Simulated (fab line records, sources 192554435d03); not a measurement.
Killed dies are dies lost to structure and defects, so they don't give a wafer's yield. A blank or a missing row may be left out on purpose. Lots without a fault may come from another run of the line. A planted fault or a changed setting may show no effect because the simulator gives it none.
A struck lot beside a sound one | flow n5_finfet | 38 steps out of a route of 1938
Sound: wafers L929.1, L929.4, L929.6. Struck: wafer L926.1. (L926.2, L926.5 of the same lot were not struck and are left out.) The cause comes at the end.
At each step with rows: each side's tool, then ch and its chambers, then its first start. Under that, the readings that differ: sound wafers | struck wafers | difference of the means | sigmas: that difference in standard deviations of wafers without a fault.
alike: readings whose means differ by less than 2 such deviations, and words and numbers that are the same on both sides. not compared: withheld readings, readings that some wafer has no value for, bounds like >300 that may hide the same value, and numbers for which the record gives no deviation and whose values overlap.
The two part at a step that has a row with sigmas, a row that says differs or no value, or rows on one side only. Numbers that don't overlap but have no deviation are shown without sigmas and don't part them. A reading that every wafer of one side lacks parts them only if that side has two wafers or more.

first, 9 steps without rows for these wafers: N5_BEOL_M2_ANNEAL_95 (time 240 s); N5_BEOL_M2_SPUTTER_96 (material Cu, target thk 4.5 nm, time 8.29 s); N5_BEOL_M2_ECD_50 (material Cu, target thk 300 nm); N5_BEOL_M2_ANNEAL_51 (time 90 s); N5_BEOL_M2_CMP_52 (polishes, stops on SiOC, t overpolish 6.8 s, target thk 40 nm); N5_BEOL_M2_PRE_CLEAN_60 (time 15 s); N5_BEOL_M2_CO_CAP_55 (material Co, precursor CCTBA/H2, target thk 2 nm, time 102.1 s); N5_BEOL_M2_PRE_CLEAN_56 (time 15 s); N5_BEOL_M2_DEP_57 (deposits SiCN from 3MS/NH3, target thk 8 nm, time 14 s).
N5_BEOL_M3_ILD_DEP_00: deposits SiOC from DEMS/O2, target thk 79 nm, time 15.3 s.
  sound on pecvd-04 ch 1,2, day 10 21:00; struck on pecvd-03 ch 1, day 10 05:25
  reading                                      | sound          | struck | difference | sigmas
  model.SiOC_of_BEOL_M3_ILD_DEP_00.thk_nm (nm) | 79.6 80.2 80.8 | 68     | -12        |
  alike: heater_power_w, showerhead_plenum_p_Torr, throttle_valve_pct
N5_BEOL_M3_THK_MEAS_01:
  sound on film_metro-01, day 10 21:04; struck on film_metro-02, day 10 05:29
  reading         | sound          | struck | difference | sigmas
  M3_ILD_THK (nm) | 79.6 80.2 80.8 | 68.1   | -12.1      | -14
then, 24 steps without rows for these wafers: N5_BEOL_M3_PECVD_72 (deposits SiO2 from TEOS/O2, target thk 16 nm, time 18 s); N5_BEOL_M3_HM_DEP_02 (deposits TiN, target thk 20 nm); N5_BEOL_M3_COAT_61 (time 60 s, resist thk 60 nm); N5_BEOL_M3_COAT_62 (time 60 s, resist thk 12 nm); N5_BEOL_M3_COAT_73 (time 60 s, resist thk 5 nm); N5_BEOL_M3_COAT_05 (resist thk 30 nm); N5_BEOL_M3_EBR_07; N5_BEOL_M3_SOFTBAKE_06 (time 60 s); N5_BEOL_M3_EXPOSE_08 (exposes mask M3); N5_BEOL_M3_PEB_09 (peb time 60 s); N5_BEOL_M3_DEVELOP_10 (develop time 30 s); N5_BEOL_M3_DESCUM_16 (chemistry O2, time 7 s); N5_BEOL_M3_ETCH_74 (etches underlayer in N2/H2, target depth 6.5 nm, time 5.2 s); N5_BEOL_M3_ETCH_63 (etches SiARC in CF4, target depth 15.6 nm, time 26 s); N5_BEOL_M3_ETCH_64 (etches SOC in N2/H2, target depth 75 nm, overetch 15 nm, time 112.5 s); N5_BEOL_M3_STRIP_65 (strips in N2/H2); N5_BEOL_M3_STRIP_75 (strips in N2/H2); N5_BEOL_M3_STRIP_66 (strips in CF4); N5_BEOL_M3_HM_OPEN_17 (chemistry Cl2/BCl3, target TiN, target depth 20 nm, overetch 6 nm); N5_BEOL_M3_STRIP_19 (strips in O2); N5_BEOL_M3_COAT_67 (time 60 s, resist thk 60 nm); N5_BEOL_M3_COAT_68 (time 60 s, resist thk 12 nm); N5_BEOL_M3_COAT_76 (time 60 s, resist thk 5 nm); N5_BEOL_M3_COAT_22 (resist thk 30 nm).
N5_BEOL_M3_CMP_52: polishes, stops on SiOC, t overpolish 6.8 s, target thk 40 nm.
  sound on cmp-04 ch 0,1,3, day 11 05:10; struck on cmp-03 ch 2, day 10 13:27
  reading                                      | sound          | struck | difference | sigmas
  model.SiOC_of_BEOL_M3_ILD_DEP_00.thk_nm (nm) | 76.6 77.2 77.8 | 65     | -12        |
  model.Cu_of_BEOL_M3_ECD_50.thk_nm (nm)       | 40.6 42.2 40.6 | 28.8   | -12.3      |
  alike: clearing_platen_rpm, motor_current_A
N5_BEOL_M4_RC_MEAS_101:
  sound on prober-01 ch 0, day 11 16:34; struck on prober-02 ch 0, day 11 01:24
  alike: DIBL_N, DIBL_P, IOFF_N, IOFF_P, ION_N, ION_P, SS_N, SS_P, VT_N, VT_P
-- the record jumps here: 4 days lie between the struck wafers' starts before and after (it left off in module BEOL_M4 and takes up again in module PASSIVATION, whose first step shown is number 1936 of the route) --
N5_PASSIVATION_PROBE_49:
  sound on prober-02, day 15 22:29; struck on prober-02, day 15 05:38
  reading              | sound  | struck | difference | sigmas
  killed_at_contacts   | 12 6 6 | 22     | +14        | +2
  sort_bin_8_speed (%) | 0 0 0  | 0.08   | +0.08      |
  alike: defect_limited_yield, killed_at_M0_to_M3, killed_at_M4_up, killed_at_front_end, killed_at_other, killed_dies, killed_open, killed_short, sort_bin_5_function, sort_bin_6_memory, sort_n_pass, sort_yield_pct

WHERE THEY PART
First at N5_BEOL_M3_THK_MEAS_01; last, within this record, at N5_PASSIVATION_PROBE_49.

WHY: what the simulator had put in
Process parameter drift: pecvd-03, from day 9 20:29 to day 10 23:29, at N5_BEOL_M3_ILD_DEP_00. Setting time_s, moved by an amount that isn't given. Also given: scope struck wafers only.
